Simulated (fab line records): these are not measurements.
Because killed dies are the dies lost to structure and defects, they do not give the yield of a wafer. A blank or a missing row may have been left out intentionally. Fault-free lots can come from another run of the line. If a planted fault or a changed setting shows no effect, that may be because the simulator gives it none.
Which tool is to blame? -- flow n5-finfet -- 72 wafers from 24 lots sampled at 5 of the route's 1938 steps

WHAT THE GAUGES SHOWED, per wafer
N5_BEOL_M5_CD_MEAS_18: pitch 56 nm, target cd 28 nm. Usual: cd-nm reads 27.9 nm (standard deviation 0.34).
lot,measured,on,cd-nm (nm),flag
L074,day 7 20:11,cd-sem-03,28.0 28.1 28.1,
L075,day 8 11:10,cd-sem-03,28.2 28.3 28.4,
L076,day 8 11:41,cd-sem-02,27.8 27.9 28.0,
L077,day 8 18:57,cd-sem-03,27.6 27.5 27.8,
L079,day 8 21:44,cd-sem-03,27.8 28.4 27.8,
L078,day 8 21:56,cd-sem-01,27.8 27.9 27.9,
L080,day 9 21:02,cd-sem-03,28.2 27.7 27.7,
L081,day 10 03:28,cd-sem-01,27.8 27.6 27.8,
L082,day 10 16:55,cd-sem-01,28.1 27.9 27.7,
L083,day 11 01:01,cd-sem-03,28.0 27.9 27.7,
L084,day 11 03:40,cd-sem-03,27.8 27.8 27.9,
L085,day 11 09:08,cd-sem-03,27.2 27.2 27.6,
L086,day 11 10:02,cd-sem-03,27.9 27.6 27.8,
L088,day 11 19:47,cd-sem-01,27.9 28.9 28.0,
L087,day 11 19:57,cd-sem-01,27.9 28.1 27.8,
L089,day 12 08:29,cd-sem-02,28.9 27.7 27.8,
L091,day 12 11:40,cd-sem-02,28.1 28.1 28.1,
L090,day 12 14:53,cd-sem-02,28.2 27.7 27.5,
L092,day 12 19:53,cd-sem-01,28.2 27.4 28.4,
L093,day 13 08:13,cd-sem-01,28.0 28.0 28.0,
L094,day 13 08:18,cd-sem-03,27.8 28.1 28.4,
L095,day 13 23:24,cd-sem-03,28.6 28.4 27.9,
L096,day 14 01:36,cd-sem-01,28.0 27.7 28.5,
L097,day 14 09:05,cd-sem-02,27.8 27.6 27.3,

N5_BEOL_M5_RS_MEAS_57: measures by four-point-probe. Usual: M5_RS 0.389 ohm/sq, standard deviation 0.013.
lot,measured,on,M5_RS (ohm/sq),flag
L074,day 8 06:56,film-metro-02,0.391 0.375 0.404,
L075,day 9 13:44,film-metro-01,0.393 0.365 0.378,
L076,day 8 20:22,film-metro-02,0.404 0.405 0.381,
L077,day 9 03:55,film-metro-01,0.381 0.392 0.382,
L079,day 9 09:08,film-metro-01,0.390 0.389 0.385,
L078,day 9 10:40,film-metro-02,0.382 0.408 0.382,
L080,day 10 05:28,film-metro-01,0.376 0.365 0.382,
L081,day 10 12:32,film-metro-02,0.393 0.389 0.386,
L082,day 11 01:49,film-metro-01,0.397 0.389 0.390,
L083,day 11 11:09,film-metro-02,0.408 0.409 0.401,
L084,day 11 14:33,film-metro-02,0.406 0.376 0.412,
L085,day 11 19:23,film-metro-01,0.386 0.379 0.379,
L086,day 11 19:00,film-metro-01,0.398 0.405 0.396,
L088,day 12 04:10,film-metro-01,0.372 0.390 0.415,
L087,day 12 04:20,film-metro-01,0.411 0.401 0.374,
L089,day 12 18:46,film-metro-01,0.387 0.368 0.372,
L091,day 12 23:22,film-metro-02,0.392 0.390 0.375,
L090,day 13 00:28,film-metro-01,0.385 0.410 0.396,
L092,day 13 07:21,film-metro-01,0.381 0.390 0.389,
L093,day 13 16:22,film-metro-02,0.381 0.374 0.361,
L094,day 13 18:13,film-metro-01,0.373 0.392 0.390,
L095,day 14 08:29,film-metro-02,0.404 0.406 0.384,
L096,day 14 10:07,film-metro-02,0.389 0.388 0.405,
L097,day 14 19:12,film-metro-02,0.387 0.401 0.403,

EACH LOT AND THE TOOL THAT RAN IT (in order: tool; ch and the chambers of the sampled wafers; start)
lot,N5_BEOL_M5_STRIP_64,N5_BEOL_M5_DEGAS_44,N5_BEOL_M5_PRE_CLEAN_77
L074,"rie-diel-03 ch 1,2, day 7 19:58","pvd-sputter-02, day 8 00:46","cvd-co-02 ch 0,1, day 8 06:42"
L075,"rie-diel-04 ch 2,3, day 8 10:56","pvd-sputter-02, day 8 14:55","cvd-co-02 ch 0,2, day 9 13:31"
L076,"rie-diel-03 ch 1,2,3, day 8 11:28","pvd-sputter-02, day 8 14:19","cvd-co-02 ch 0,1,2, day 8 20:10"
L077,"rie-diel-04 ch 1,2,3, day 8 18:44","pvd-sputter-02, day 8 21:55","cvd-co-02 ch 0,1,2, day 9 03:41"
L079,"rie-diel-04 ch 0,1, day 8 21:20","pvd-sputter-03, day 9 03:03","cvd-co-01 ch 0,1,2, day 9 08:56"
L078,"rie-diel-04 ch 0,1,2, day 8 21:38","pvd-sputter-03, day 9 03:41","cvd-co-01 ch 0,1, day 9 10:24"
L080,"rie-diel-06 ch 0,1,2, day 9 20:49","pvd-sputter-02, day 9 23:20","cvd-co-01 ch 1,2, day 10 05:15"
L081,"rie-diel-03 ch 0,2,3, day 10 03:14","pvd-sputter-01, day 10 05:46","cvd-co-02 ch 0,1,2, day 10 12:19"
L082,"rie-diel-03 ch 2,3, day 10 16:42","pvd-sputter-03, day 10 19:37","cvd-co-02 ch 0,1,2, day 11 01:35"
L083,"rie-diel-04 ch 1,3, day 11 00:46","pvd-sputter-03, day 11 02:48","cvd-co-02 ch 0,1,2, day 11 10:56"
L084,"rie-diel-04 ch 0,1,2, day 11 03:26","pvd-sputter-01, day 11 08:07","cvd-co-01 ch 0,1, day 11 14:20"
L085,"rie-diel-03 ch 0,1, day 11 08:55","pvd-sputter-02, day 11 11:36","cvd-co-02 ch 0,1,2, day 11 19:10"
L086,"rie-diel-04 ch 0,3, day 11 09:49","pvd-sputter-02, day 11 11:29","cvd-co-01 ch 0,1,2, day 11 18:46"
L088,"rie-diel-06 ch 0,2,3, day 11 19:34","pvd-sputter-03, day 11 22:10","cvd-co-02 ch 0,1,2, day 12 03:56"
L087,"rie-diel-04 ch 1,2, day 11 19:43","pvd-sputter-03, day 11 22:14","cvd-co-02 ch 0,1, day 12 04:07"
L089,"rie-diel-04 ch 1,3, day 12 08:04","pvd-sputter-03, day 12 12:25","cvd-co-02 ch 0,1,2, day 12 18:32"
L091,"rie-diel-04 ch 1,2,3, day 12 11:20","pvd-sputter-03, day 12 17:04","cvd-co-02 ch 0,1,2, day 12 23:07"
L090,"rie-diel-03 ch 1,2,3, day 12 14:35","pvd-sputter-01, day 12 18:19","cvd-co-02 ch 0,1, day 13 00:15"
L092,"rie-diel-03 ch 2,3, day 12 19:39","pvd-sputter-02, day 13 00:59","cvd-co-02 ch 1,2, day 13 07:07"
L093,"rie-diel-03 ch 1,2, day 13 07:49","pvd-sputter-01, day 13 10:16","cvd-co-01 ch 0,1, day 13 16:09"
L094,"rie-diel-04 ch 0,1,2, day 13 08:04","pvd-sputter-03, day 13 10:43","cvd-co-01 ch 0,1, day 13 17:59"
L095,"rie-diel-03 ch 1,3, day 13 22:58","pvd-sputter-01, day 14 00:59","cvd-co-01 ch 1,2, day 14 08:16"
L096,"rie-diel-03 ch 0,1,3, day 14 01:10","pvd-sputter-03, day 14 03:44","cvd-co-02 ch 0,2, day 14 09:53"
L097,"rie-diel-04 ch 0,2,3, day 14 08:39","pvd-sputter-03, day 14 10:49","cvd-co-01 ch 0,2, day 14 18:58"
- N5_BEOL_M5_STRIP_64: strips in CF4.
- N5_BEOL_M5_DEGAS_44: time 60 s.
- N5_BEOL_M5_PRE_CLEAN_77: time 15 s.

WHAT THE TOOLS THEMSELVES READ (means of the sampled wafers that have a number; where no wafer has one, the mark that the record gives instead)
N5_BEOL_M5_STRIP_64. Usual: drypump-motor-current-A 5.4 A, standard deviation 0.41; oes-product-au 0.77 a.u., standard deviation 0.08; rf-vpp-V 270.6 V, standard deviation 1.4; showerhead-plenum-p-Torr 1.78 Torr, standard deviation 0.059; throttle-valve-pct 13.74 %, standard deviation 0.24.
lot,tool,drypump-motor-current-A (A),oes-product-au (a.u.),rf-vpp-V (V),showerhead-plenum-p-Torr (Torr),throttle-valve-pct (%),flag
L074,rie-diel-03,5.5,0.72,271.3,1.81,13.63,
L075,rie-diel-04,4.9,0.77,271.1,1.78,13.64,
L076,rie-diel-03,5.5,0.73,270.3,1.80,13.81,
L077,rie-diel-04,5.1,0.85,271.3,1.80,13.62,
L079,rie-diel-04,5.7,0.90,271.3,1.81,13.72,
L078,rie-diel-04,5.4,0.87,270.3,1.78,13.56,
L080,rie-diel-06,6.0,0.74,270.9,1.77,13.64,
L081,rie-diel-03,5.5,0.73,269.8,1.76,13.86,
L082,rie-diel-03,5.3,0.72,271.3,1.83,13.96,
L083,rie-diel-04,5.3,0.84,271.1,1.83,13.81,
L084,rie-diel-04,5.4,0.85,270.3,1.77,13.60,
L085,rie-diel-03,5.6,0.71,270.5,1.73,13.62,
L086,rie-diel-04,5.3,0.72,270.2,1.77,13.83,
L088,rie-diel-06,5.7,0.78,272.1,1.79,13.43,
L087,rie-diel-04,5.0,0.86,269.9,1.78,13.48,
L089,rie-diel-04,5.1,0.76,271.1,1.81,13.87,
L091,rie-diel-04,5.1,0.80,271.4,1.79,13.69,
L090,rie-diel-03,5.4,0.71,270.5,1.79,13.91,
L092,rie-diel-03,5.5,0.72,270.2,1.77,14.05,
L093,rie-diel-03,5.3,0.70,272.2,1.83,13.84,
L094,rie-diel-04,5.4,0.82,269.8,1.77,13.63,
L095,rie-diel-03,5.7,0.71,270.0,1.74,13.98,
L096,rie-diel-03,5.6,0.71,269.4,1.71,13.85,
L097,rie-diel-04,5.2,0.75,269.4,1.75,13.70,

N5_BEOL_M5_DEGAS_44. Usual: heater-power-w reads 345 W (standard deviation 45).
lot,tool,heater-power-w (W),flag
L074,pvd-sputter-02,417,
L075,pvd-sputter-02,373,
L076,pvd-sputter-02,396,
L077,pvd-sputter-02,367,
L079,pvd-sputter-03,339,
L078,pvd-sputter-03,344,
L080,pvd-sputter-02,370,
L081,pvd-sputter-01,276,
L082,pvd-sputter-03,317,
L083,pvd-sputter-03,321,
L084,pvd-sputter-01,323,
L085,pvd-sputter-02,372,
L086,pvd-sputter-02,395,
L088,pvd-sputter-03,336,
L087,pvd-sputter-03,336,
L089,pvd-sputter-03,345,
L091,pvd-sputter-03,330,
L090,pvd-sputter-01,323,
L092,pvd-sputter-02,398,
L093,pvd-sputter-01,347,
L094,pvd-sputter-03,319,
L095,pvd-sputter-01,345,
L096,pvd-sputter-03,330,
L097,pvd-sputter-03,317,

N5_BEOL_M5_PRE_CLEAN_77. Usual: heater-power-w reads 97 W (standard deviation 19).
lot,tool,heater-power-w (W),flag
L074,cvd-co-02,116,
L075,cvd-co-02,88,
L076,cvd-co-02,102,
L077,cvd-co-02,101,
L079,cvd-co-01,87,
L078,cvd-co-01,89,
L080,cvd-co-01,86,
L081,cvd-co-02,101,
L082,cvd-co-02,104,
L083,cvd-co-02,102,
L084,cvd-co-01,90,
L085,cvd-co-02,105,
L086,cvd-co-01,87,
L088,cvd-co-02,103,
L087,cvd-co-02,111,
L089,cvd-co-02,104,
L091,cvd-co-02,104,
L090,cvd-co-02,117,
L092,cvd-co-02,112,
L093,cvd-co-01,89,
L094,cvd-co-01,76,
L095,cvd-co-01,87,
L096,cvd-co-02,89,
L097,cvd-co-01,99,

THE ANSWER, worked out from the rows above alone
Rule: lot off if the mean of its wafers having a number is beyond 3 standard deviations from the usual mean. A lot without any number at a reading at which 4 lots or more have one is off too. Where the step has rows for the other lots, those lots are counted as sound. First the gauges in route order, then the tools' own readings, where a lot's mean is used as printed above. At the first step where some lot is off, the reading lying furthest off is the one used; lots without a number count as furthest.
None of the lots is off at any reading shown; this tells nothing.

WHAT WAS PUT IN BY THE SIMULATOR
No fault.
